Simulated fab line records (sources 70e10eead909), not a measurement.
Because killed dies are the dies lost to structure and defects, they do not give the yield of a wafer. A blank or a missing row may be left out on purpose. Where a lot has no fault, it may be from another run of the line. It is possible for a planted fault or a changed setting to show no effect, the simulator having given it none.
A lot that was struck, set against a sound lot / flow nand_harc / 17 out of 1159 route steps
Sound: wafers L697.1, L697.2, L697.5. Struck: wafers L704.2, L704.3, L704.6. The cause is given at the end.
Order at every step that has rows: each side's tool, ch and its chambers, its first start. Under that, the readings that differ: sound wafers / struck wafers / difference of the means / sigmas: that difference in standard deviations of wafers without a fault.
alike: a reading whose means differ by less than 2 such deviations, as well as words and numbers matching on both sides. not compared: withheld readings; readings where some wafer has no value; bounds like >300 that might hide an equal value; numbers whose values overlap and for which the record gives no deviation.
The two part at a step that has a row with sigmas, a row that says differs or no value, or rows on one side only. Numbers that have no deviation but don't overlap get no sigmas and don't part them. A reading that every wafer of one side lacks parts them only if that side has two wafers or more.

NHARC_A_STAIRCASE_CMP_472: polishes SiO2.
  sound on cmp-01 ch 1,2, day 13 17:15; struck on cmp-01 ch 0,1,3, day 15 18:53
  alike: motor_current_A, retaining_ring_pressure_frac
next, for these wafers, 1 step has no rows: NHARC_A_STAIRCASE_SRD_474.
NHARC_A_STAIRCASE_INSPECT_155:
  sound on defect_inspect-01 at day 13 17:34; struck on defect_inspect-02 at day 15 19:14
  alike: raw_defect_count
NHARC_A_SGD_CUT_DEP_00: deposits SiNx, target thk 50 nm.
  sound on pecvd-01 ch 1,2, day 13 17:38; struck on pecvd-02 ch 0,1, day 15 19:32
  alike: heater_power_w
then, 7 steps without rows for these wafers: NHARC_A_SGD_CUT_DEHYDRATE_01 (time 120 s); NHARC_A_SGD_CUT_HMDS_02 (time 30 s); NHARC_A_SGD_CUT_COAT_56 (time 75 s); NHARC_A_SGD_CUT_COAT_57 (time 65 s); NHARC_A_SGD_CUT_COAT_03 (resist thk 90 nm); NHARC_A_SGD_CUT_SOFTBAKE_04 (time 55 s); NHARC_A_SGD_CUT_EBR_05.
NHARC_A_SGD_CUT_EXPOSE_06: exposes mask SGD.
  sound on arfi_scanner-02 ch 0, day 13 18:13; struck on arfi_scanner-02 ch 0, day 15 20:11
reading=exposure_dose_mJ_cm2; sound=85.60 85.42 85.53; struck=98.07 98.06 97.94; difference=+12.51; sigmas=+99 or more
  alike: mask
then, 2 steps without rows for these wafers: NHARC_A_SGD_CUT_PEB_07 (peb time 65 s); NHARC_A_SGD_CUT_DEVELOP_08 (develop time 35 s).
NHARC_A_SGD_CUT_CD_MEAS_09: the cd target is 100 nm.
  sound on cd_sem-01 ch 0, day 13 18:21; struck on cd_sem-02 ch 0, day 15 20:20
reading=cd_nm (nm); sound=100.4 100.4 99.3; struck=109.8 110.0 110.3; difference=+10.0; sigmas=+20
NHARC_A_SGD_CUT_OVL_MEAS_10:
  sound on overlay-02 at day 13 18:26; struck on overlay-01 at day 15 20:25
  alike: overlay_x_nm, overlay_y_nm
next, for these wafers, 1 step has no rows: NHARC_END_SORT_01.

## WHERE THEY PART
Earliest at NHARC_A_SGD_CUT_EXPOSE_06; latest, in this record, at NHARC_A_SGD_CUT_CD_MEAS_09. Later steps at which nothing parts them and some readings are alike: NHARC_A_SGD_CUT_OVL_MEAS_10.

WHY: what the simulator had put in
Drift in process parameters on arfi_scanner-02 at NHARC_A_SGD_CUT_EXPOSE_06, starting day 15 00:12. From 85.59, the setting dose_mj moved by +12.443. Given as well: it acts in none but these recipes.
